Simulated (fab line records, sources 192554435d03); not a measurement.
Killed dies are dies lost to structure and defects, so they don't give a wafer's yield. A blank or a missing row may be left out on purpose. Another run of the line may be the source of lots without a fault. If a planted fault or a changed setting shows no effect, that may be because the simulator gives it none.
A struck lot beside a sound one -- flow n5-finfet -- 39 steps out of a route of 1938
Sound: wafers L631.3, L631.5, L631.6. Wafers L641.1, L641.4, L641.5 were the ones struck. The cause comes at the end.
Order at every step that has rows: each side's tool, ch and its chambers, its first start. Under that, the readings that differ: sound wafers -- struck wafers -- difference of the means -- sigmas: that difference in standard deviations of wafers without a fault.
alike: a reading whose means differ by less than 2 such deviations, as well as words and numbers matching on both sides. not compared: withheld readings; readings where some wafer has no value; bounds like >300 that might hide an equal value; numbers whose values overlap and for which the record gives no deviation.
A row with sigmas, a row that says differs or no value, or rows on one side alone: a step with any of these is where the two part. Numbers that have no deviation but don't overlap get no sigmas and don't part them. A reading that every wafer of one side lacks parts them only if that side has two wafers or more.

first, 9 steps without rows for these wafers: N5_HKMG_FIN_COAT_30 (time 60 s, resist thk 35 nm); N5_HKMG_FIN_COAT_06 (resist thk 90 nm); N5_HKMG_FIN_EBR_08; N5_HKMG_FIN_SOFTBAKE_07 (time 60 s); N5_HKMG_FIN_EXPOSE_09 (exposes mask NWFM); N5_HKMG_FIN_PEB_10 (peb time 60 s); N5_HKMG_FIN_DEVELOP_11 (develop time 30 s); N5_HKMG_FIN_DESCUM_17 (chemistry O2, time 7.9 s); N5_HKMG_FIN_ETCH_31 (etches SiARC in CF4, target depth 45.5 nm, time 75.8 s).
N5_HKMG_FIN_ETCH_32: etches SOC in N2/H2, target depth 240 nm, time 300 s.
  sound on rie-diel-06 ch 0,3, day 6 17:41; struck on rie-diel-06 ch 0,2,3, day 9 05:50
  no value came back on the struck wafers for any of 8 readings (bias-w (W), chamber-pressure-mTorr (mTorr) and others); on the sound wafers bias-w (W) reads 150.3 150.3 150.2
reading,sound,struck,difference,sigmas
model.CAR-ArF_of_HKMG_FIN_COAT_06.thk-nm (nm),0 0 0,51 50.8 50.8,+51,
model.HKMG_FIN.feature-depth-nm (nm),235.6 241.4 233.2,228 217.2 213,-17,
model.SiARC_of_HKMG_FIN_COAT_30.thk-nm (nm),21.4 20.8 21.4,35 35 35,+14,
  not compared: rf-hours-counter-h
then, 27 steps without rows for these wafers: N5_HKMG_FIN_STRIP_33 (strips in N2/H2); N5_HKMG_FIN_STRIP_34 (strips in CF4); N5_HKMG_FIN_ETCH_35 (etches SOC in N2/H2, target depth 215.8 nm, time 243.4 s); N5_HKMG_FIN_STRIP_92 (strips SOC in N2/H2, time 20 s); N5_HKMG_FIN_WET_ETCH_18 (etches TiN in SC1, time 55 s, target depth 5.2 nm, rinse time 30 s); N5_HKMG_FIN_STRIP_19 (strips in N2/H2, time 360 s); N5_HKMG_FIN_ALD_91 (deposits TiN, target thk 1 nm, pulse time 1 s, purge time 3 s); N5_HKMG_FIN_COAT_85 (time 60 s, resist thk 300 nm); N5_HKMG_FIN_ETCH_86 (etches SOC in N2/H2, stops on TiN, target depth 393.2 nm); N5_HKMG_FIN_STRIP_89 (strips SOC in N2/H2, time 20 s); N5_HKMG_FIN_WET_ETCH_87 (etches TiN in SC1, time 154.2 s, target depth 4.7 nm, rinse time 30 s); N5_HKMG_FIN_STRIP_88 (strips in N2/H2, time 360 s); N5_HKMG_FIN_NWFM_ALD_20 (deposits TiAlC, target thk 2 nm, pulse time 3 s, purge time 2 s); N5_HKMG_FIN_ALD_71 (deposits TiN, target thk 1 nm, pulse time 1 s, purge time 3 s); N5_HKMG_FIN_COAT_66 (time 60 s, resist thk 300 nm); N5_HKMG_FIN_ETCH_67 (etches SOC in N2/H2, stops on TiN, target depth 388.9 nm); N5_HKMG_FIN_STRIP_90 (strips SOC in N2/H2, time 20 s); N5_HKMG_FIN_WET_ETCH_73 (etches the open film in SC1, time 42.3 s, target depth 1.3 nm, rinse time 30 s); N5_HKMG_FIN_ETCHBACK_68 (etches the open film in Cl2/Ar, stops on HfO2, target depth 0.5 nm); N5_HKMG_FIN_STRIP_69 (strips in N2/H2, time 360 s); N5_HKMG_FIN_ALD_21 (deposits TiN, target thk 1.5 nm, pulse time 1 s, purge time 3 s); N5_HKMG_FIN_ALD_72 (deposits W, target thk 2 nm, pulse time 1 s, purge time 2 s); N5_HKMG_FIN_W_FILL_22 (material W, target thk 60 nm, time 18.2 s); N5_HKMG_FIN_PRECLEAN_83 (cleans in DIW, time 57.5 s); N5_HKMG_FIN_SRD_84 (dry time 32 s); N5_HKMG_FIN_CMP_23 (polishes, stops on SiNx, t overpolish 10 s, target thk 46.326 nm); N5_HKMG_FIN_CMP_94 (polishes, stops on SiNx, t overpolish 4.7 s, target thk 43.299 nm).
-- the record jumps here: 5 days lie between the struck wafers' starts before and after (it left off in module HKMG_FIN and takes up again in module BEOL_M4, whose first step shown is number 1111 of the route) --
N5_BEOL_M4_RC_MEAS_101:
  sound on prober-01 ch 0, day 12 20:36; struck on prober-01 ch 0, day 14 09:37
reading,sound,struck,difference,sigmas
IOFF_N (nA/um),0.17 0.18 0.15,0.00 0.00 0.00,-0.17,-5
IOFF_N_85C (nA/um),3.4 3.5 3.0,0.0 0.0 0.0,-3.3,-6
IOFF_N_LIN (nA/um),0.078 0.082 0.071,0.000 0.000 0.000,-0.077,-6
IOFF_N_LONG (nA/um),5.73e-05 5.81e-05 5.79e-05,3.38e-05 3.29e-05 3.29e-05,-2.46e-05,-10
ION_N (uA/um),667 680 673,249 243 245,-428,-36
VT_N (mV),251 247 250,446 452 453,+201,+61
VT_N_LONG (mV),271.9 272.1 272.2,478.8 479.0 474.3,+205.3,+99 or more
VT_N_LVT (mV),99 97 100,295 302 303,+201,+65
  alike: DIBL_N, DIBL_P, IOFF_P, ION_P, SS_N, SS_P, VT_P
-- a jump in the record: the struck wafers' starts before and after are 4 days apart (it breaks off in module BEOL_M4 and resumes in module PASSIVATION, where the first step shown is number 1936 of the route) --
N5_PASSIVATION_PROBE_49:
  struck on prober-02, day 18 06:18; sound on prober-02, day 17 06:17
reading,sound,struck,difference,sigmas
sort_bin_8_speed (%),0 0,90.34 91.69 90.68,+90.90,+99 or more
sort-n-pass,1083 1078,0 0 0,-1080,-72
sort-yield-pct (%),91.8 91.4,0 0 0,-92,-76
  alike: defect-limited-yield, killed_at_M0_to_M3, killed_at_M4_up, killed-at-contacts, killed-at-front-end, killed-at-other, killed-dies, killed-open, killed-short, sort_bin_5_function, sort_bin_6_memory

## WHERE THEY PART
At N5_HKMG_FIN_ETCH_32 first; at N5_PASSIVATION_PROBE_49 last (within this record only).

WHY: what the simulator had put in
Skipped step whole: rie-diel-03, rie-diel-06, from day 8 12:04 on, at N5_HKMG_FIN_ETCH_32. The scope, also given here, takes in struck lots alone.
